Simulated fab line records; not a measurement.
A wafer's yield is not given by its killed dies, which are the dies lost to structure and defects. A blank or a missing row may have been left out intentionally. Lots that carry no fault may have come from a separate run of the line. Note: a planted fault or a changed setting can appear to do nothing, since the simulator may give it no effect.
Code-filled problem report in 8D (eight disciplines) form || flow nand-harc || the parts of the form that need people (team, actions taken, sign-off) are left out

## 1. THE PROBLEM
Wafers without a fault read 3.4, standard deviation 2.2; killed-at-periphery at NHARC_END_SORT_01 reads a mean of 79.8 on 6 wafers belonging to 2 lots. That is +35 standard deviations from the usual mean.
Earliest sighting: wafer L940.2 on prober-01 at day 23 08:07. At this step, 18 wafers from 6 lots have a number in the record. Rule for "out" (also "out of limits"): further than 4 standard deviations from the usual mean. The rest of the wafers with a number are treated as sound.

## 2. WHAT IT IS; WHAT IT IS NOT
{"question": "which readings at this step", "is": "killed-at-periphery, defect-limited-yield, killed-dies, sort_bin_2_pct, sort_bin_3_pct, sort-n-pass, sort-yield-pct", "is not": "killed-open, killed-short"}
{"question": "which lots", "is": "L940, L943", "is not": "L926, L928, L930, L933"}
{"question": "which wafers of those lots", "is": "all that have a number", "is not": "-"}
{"question": "read on which gauges", "is": "prober-01", "is not": "prober-02"}
{"question": "when", "is": "from day 23 08:07", "is not": "up to then (12 sound wafers)"}

## 3. WHAT RULES OUT EACH SUSPECT
Counting: a tool at a process step up to the reading stays a suspect if it ran every lot that is out and no sound lot after the first of them.
- the gauge at NHARC_END_SORT_01: kept. All the wafers that are out were read on prober-01, and no step on other tools shows them out.
- pvd-sputter-01 at NHARC_P_M0_PRE_CLEAN_29 (time 30 s): kept. Every lot that is out went through it, starting with L940 (day 10 07:51), and after that it ran no sound lot; the last sound lot it ran before then is L930 (day 7 11:55).
- rie-diel-01 at NHARC_THIN_TSV_ETCH_44 (etches the open film in CF4/O2, target depth 1594.2 nm, time 797.1 s): kept. It ran every lot that is out, first L940 (day 22 17:47), and no sound lot after that.
After the count, these remain: pvd-sputter-01 at NHARC_P_M0_PRE_CLEAN_29, rie-diel-01 at NHARC_THIN_TSV_ETCH_44 and prober-01 at NHARC_END_SORT_01.

## 4. THE CAUSE (what the simulator had put in)
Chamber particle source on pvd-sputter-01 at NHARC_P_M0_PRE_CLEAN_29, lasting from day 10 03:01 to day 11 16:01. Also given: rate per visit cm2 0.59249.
Of the 3 suspects that counting leaves, this tool is one.

## 5. THE CHAIN OF EFFECTS, in route order
One row per reading whose mean, taken over the struck wafers that have a number, lies over 3 standard deviations from the usual. Readings are gone through only where the record gives a usual standard deviation; hours: the median, over the lots, of the time from a lot's start at the first step in this table giving one to that lot's start at this step; sigmas: the change measured in usual standard deviations.
{"hours": 0, "step": "NHARC_END_SORT_01", "reading": "defect-limited-yield", "usual": "95.7 %", "on struck wafers": 82.3, "change": -13.4, "sigmas": -8.9}
{"hours": 0, "step": "NHARC_END_SORT_01", "reading": "killed-at-periphery", "usual": 3.4, "on struck wafers": 79.8, "change": "+76.4", "sigmas": "+35"}
{"hours": 0, "step": "NHARC_END_SORT_01", "reading": "killed-dies", "usual": 29, "on struck wafers": 119, "change": "+90", "sigmas": "+9.0"}
{"hours": 0, "step": "NHARC_END_SORT_01", "reading": "sort_bin_2_pct", "usual": "1.4 %", "on struck wafers": 6.8, "change": "+5.4", "sigmas": "+8.6"}
{"hours": 0, "step": "NHARC_END_SORT_01", "reading": "sort_bin_3_pct", "usual": "0.22 %", "on struck wafers": 2.96, "change": "+2.73", "sigmas": "+14"}
{"hours": 0, "step": "NHARC_END_SORT_01", "reading": "sort_bin_4_pct", "usual": "2.7 %", "on struck wafers": 7.8, "change": "+5.1", "sigmas": "+5.4"}
{"hours": 0, "step": "NHARC_END_SORT_01", "reading": "sort-n-pass", "usual": 648, "on struck wafers": 558, "change": -90, "sigmas": -9.0}
{"hours": 0, "step": "NHARC_END_SORT_01", "reading": "sort-yield-pct", "usual": "95.7 %", "on struck wafers": 82.3, "change": -13.4, "sigmas": -8.9}

## 6. WHAT WOULD HAVE CAUGHT IT SOONER
Counted from the fault's start at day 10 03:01, it took 317 hours until the first out-of-limits reading at a measuring or inspecting step in this record, taken at day 23 08:07.
Of the tool readings at NHARC_P_M0_PRE_CLEAN_29 for which the record gives a usual standard deviation, none was out on any struck wafer, so an alarm limit of 4 standard deviations on them would not have fired.
All the lots that are out (2) had begun NHARC_P_M0_PRE_CLEAN_29 on pvd-sputter-01 by day 23 08:07. None of them would have been spared by holding the tool at that moment.
